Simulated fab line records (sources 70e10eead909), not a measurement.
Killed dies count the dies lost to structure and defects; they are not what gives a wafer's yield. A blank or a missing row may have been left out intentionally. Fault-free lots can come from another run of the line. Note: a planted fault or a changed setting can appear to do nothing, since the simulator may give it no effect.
Which tool was responsible? -- flow nand-harc -- 6 lots, 18 wafers sampled, at 4 steps of a route of 1302

## WHAT EACH GAUGE READ, for each wafer
NHARC_P_M2_CD_MEAS_09: the cd target is 170 nm.
lot,measured,on,cd-nm (nm)
L416,day 6 18:29,cd-sem-02,169.5 169.8 168.9
L422,day 9 17:04,cd-sem-01,170.8 169.7 170.4
L429,day 12 15:19,cd-sem-01,171.0 170.2 169.6
L431,day 12 22:46,cd-sem-03,169.9 169.0 171.3
L434,day 14 04:52,cd-sem-03,170.0 170.1 169.1
L436,day 15 02:13,cd-sem-02,169.3 170.2 170.0

## WHICH TOOL RAN EACH LOT (tool, then ch and the chambers of the sampled wafers, then the start)
lot,NHARC_P_M1_PRE_CLEAN_30,NHARC_P_M1_DEP_33,NHARC_P_M2_EXPOSE_06
L416,"pvd-sputter-01, day 6 17:13 or earlier","pecvd-03 ch 0,2, day 6 17:13","arfi-scanner-02 ch 0, day 6 18:20"
L422,"pvd-sputter-02, day 9 15:48 or earlier","pecvd-01 ch 0,2, day 9 15:48","arfi-scanner-03 ch 0, day 9 16:55"
L429,"pvd-sputter-02, day 12 14:14 or earlier","pecvd-01 ch 0,1, day 12 14:14","arfi-scanner-02 ch 0, day 12 15:10"
L431,"pvd-sputter-01, day 12 21:41 or earlier","pecvd-03 ch 0,2, day 12 21:41","arfi-scanner-02 ch 0, day 12 22:38"
L434,"pvd-sputter-02, day 14 03:48 or earlier","pecvd-04 ch 0,1, day 14 03:48","arfi-scanner-02 ch 0, day 14 04:44"
L436,"pvd-sputter-01, day 15 00:58 or earlier","pecvd-03 ch 0,1, day 15 00:58","arfi-scanner-03 ch 0, day 15 02:05"
- NHARC_P_M1_PRE_CLEAN_30: time 30 s.
- NHARC_P_M1_DEP_33: deposits SiCN, target thk 30 nm.
- NHARC_P_M2_EXPOSE_06: exposes mask P M2, target cd 170 nm.

## THE ANSWER, worked out from the rows above alone
Rule: usual is defined by the lots themselves. The widest of any qualifying gaps counts: lots, ordered by their means at a reading, are off when they make up no more than a third of the lots, leave a main group of 4 or more, and stand apart from it by 3 or more times the standard deviation of that group's means. The tables above print the reading to a certain number of digits; a main group whose means all agree to those digits is not used. Also off: a lot with no number at a reading for which 4 or more lots have one. Any other lot the step has rows for is counted as sound.
No lot is off at any reading shown: from this, nothing can be told.

## WHAT THE SIMULATOR HAD INSERTED
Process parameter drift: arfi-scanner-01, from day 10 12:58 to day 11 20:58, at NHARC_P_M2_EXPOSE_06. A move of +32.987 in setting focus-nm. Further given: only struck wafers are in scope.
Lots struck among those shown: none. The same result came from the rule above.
